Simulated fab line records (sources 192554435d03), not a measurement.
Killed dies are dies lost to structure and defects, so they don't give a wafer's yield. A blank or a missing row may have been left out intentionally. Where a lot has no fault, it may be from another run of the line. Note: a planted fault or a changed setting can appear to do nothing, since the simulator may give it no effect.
Lot-split experiment :: flow n5Finfet :: route with 1938 steps; 7 lots, 21 wafers read

SPLIT DETAILS
At N5_BEOL_M11_ETCH_62 (etches SOC in N2/H2, target depth 110 nm, overetch 22 nm, time 165 s), the setting biasW was moved away from the recipe's 150 W on 8 of the 21 wafers read, by -17.0% to +17.6%. All remaining wafers had this setting at the recipe value.

The split's own step is where the reading is taken.

THE READING
rfVppV, in V, at N5_BEOL_M11_ETCH_62 (etches SOC in N2/H2, target depth 110 nm, overetch 22 nm, time 165 s). Fault-free wafers of this fab line usually give 524.6 V, standard deviation 2.1 V.

wafer: L078.4
tool, chamber at the split: rieDiel-04, 1
biasW as run, W: 124.5
against the recipe: -17.0%
rfVppV, V: 467.1
against lot-mates on the recipe: -58.8

wafer: L078.5
tool, chamber at the split: rieDiel-04, 1
biasW as run, W: 150
against the recipe: recipe
rfVppV, V: 525.9
against lot-mates on the recipe: -

wafer: L078.6
tool, chamber at the split: rieDiel-04, 2
biasW as run, W: 124.5
against the recipe: -17.0%
rfVppV, V: 467.8
against lot-mates on the recipe: -58.1

wafer: L081.1
tool, chamber at the split: rieDiel-04, 1
biasW as run, W: 150
against the recipe: recipe
rfVppV, V: 525.8
against lot-mates on the recipe: -

wafer: L081.3
tool, chamber at the split: rieDiel-04, 0
biasW as run, W: 127.3
against the recipe: -15.1%
rfVppV, V: 474.1
against lot-mates on the recipe: -51.7

wafer: L081.5
tool, chamber at the split: rieDiel-04, 1
biasW as run, W: 127.3
against the recipe: -15.1%
rfVppV, V: 475.0
against lot-mates on the recipe: -50.8

wafer: L080.1
tool, chamber at the split: rieDiel-03, 2
biasW as run, W: 176.4
against the recipe: +17.6%
rfVppV, V: 576.9
against lot-mates on the recipe: +50.8

wafer: L080.2
tool, chamber at the split: rieDiel-03, 1
biasW as run, W: 150
against the recipe: recipe
rfVppV, V: 526.1
against lot-mates on the recipe: -

wafer: L080.6
tool, chamber at the split: rieDiel-03, 0
biasW as run, W: 176.4
against the recipe: +17.6%
rfVppV, V: 582.4
against lot-mates on the recipe: +56.3

wafer: L084.2
tool, chamber at the split: rieDiel-03, 1
biasW as run, W: 150
against the recipe: recipe
rfVppV, V: 526.3
against lot-mates on the recipe: -

wafer: L084.5
tool, chamber at the split: rieDiel-03, 2
biasW as run, W: 150
against the recipe: recipe
rfVppV, V: 522.2
against lot-mates on the recipe: -

wafer: L084.6
tool, chamber at the split: rieDiel-03, 3
biasW as run, W: 150
against the recipe: recipe
rfVppV, V: 524.4
against lot-mates on the recipe: -

wafer: L083.1
tool, chamber at the split: rieDiel-06, 2
biasW as run, W: 150
against the recipe: recipe
rfVppV, V: 520.3
against lot-mates on the recipe: -

wafer: L083.2
tool, chamber at the split: rieDiel-06, 3
biasW as run, W: 175.5
against the recipe: +17.0%
rfVppV, V: 574.7
against lot-mates on the recipe: +54.4

wafer: L083.4
tool, chamber at the split: rieDiel-06, 0
biasW as run, W: 175.5
against the recipe: +17.0%
rfVppV, V: 577.9
against lot-mates on the recipe: +57.6

wafer: L088.1
tool, chamber at the split: rieDiel-04, 2
biasW as run, W: 150
against the recipe: recipe
rfVppV, V: 526.0
against lot-mates on the recipe: -

wafer: L088.3
tool, chamber at the split: rieDiel-04, 3
biasW as run, W: 150
against the recipe: recipe
rfVppV, V: 525.2
against lot-mates on the recipe: -

wafer: L088.4
tool, chamber at the split: rieDiel-04, 0
biasW as run, W: 150
against the recipe: recipe
rfVppV, V: 523.8
against lot-mates on the recipe: -

wafer: L091.1
tool, chamber at the split: rieDiel-04, 3
biasW as run, W: 150
against the recipe: recipe
rfVppV, V: 527.6
against lot-mates on the recipe: -

wafer: L091.4
tool, chamber at the split: rieDiel-04, 1
biasW as run, W: 150
against the recipe: recipe
rfVppV, V: 526.9
against lot-mates on the recipe: -

wafer: L091.6
tool, chamber at the split: rieDiel-04, 0
biasW as run, W: 150
against the recipe: recipe
rfVppV, V: 524.3
against lot-mates on the recipe: -

THE FIT
A straight line over all 21 wafers: rfVppV changes by +3.2 V for each +1% of biasW; r = +1.00; the points scatter about the line by 2.3 V.
The same after taking each lot's own level away (the mean of its wafers on the recipe; 21 wafers): +3.28 V for each +1%; r = +1.00; scatter 2 V.
The reading moves by 58 V for the largest change in biasW, on that fit.
The span of the lots' own levels, 520.30 to 526.27 V, comes to 2.8 times the standard deviation stated above.
So the lot-to-lot level changes the slope little: the two slopes agree.
Check: for one of the wafers moved furthest among these (+17.6%), held out of the fit, the line's prediction against its lot-mates is +58.4 V. It came out at +50.8 V against them.
Tool readings at the split's step, against how far the setting was moved: rfVppV r = +1.00.

ADDITIONAL SPLITS CARRIED BY THESE WAFERS
Note: prior to the reading, these wafers also went through further splits. Each is held against what the fit with the lots' levels taken away leaves over:
other split on the same wafers: N5_BEOL_M8_PEB_09 pebTimeS
wafers away from the commonest value: 8
r with rfVppV (lot level and that fit taken away): -0.01

other split on the same wafers: N5_BEOL_M9_ILD_DEP_00 timeS
wafers away from the commonest value: 6
r with rfVppV (lot level and that fit taken away): -0.14

other split on the same wafers: N5_BEOL_M10_COAT_63 spinRpm
wafers away from the commonest value: 8
r with rfVppV (lot level and that fit taken away): +0.03

other split on the same wafers: N5_BEOL_M10_COAT_64 spinRpm
wafers away from the commonest value: 6
r with rfVppV (lot level and that fit taken away): +0.14

THE WHOLE CHAIN: every reading that the file lists as answering this split, in the file's order
step: N5_BEOL_M11_ETCH_62
what it does: etches SOC in N2/H2, target depth 110 nm, overetch 22 nm, time 165 s
reading: rfVppV
change (the file's fit): +3.28 V for each +1% of the setting
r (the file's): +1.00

step: N5_BEOL_M11_ETCH_62
what it does: etches SOC in N2/H2, target depth 110 nm, overetch 22 nm, time 165 s
reading: SiARC_of_BEOL_M11_COAT_60.thkNm (the simulator's own value, which no gauge read)
change (the file's fit): -0.0908 nm for each +1% of the setting
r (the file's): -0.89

THE FILE'S OWN FIT
rfVppV changes by +3.28 V for each +1% of biasW, r = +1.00.
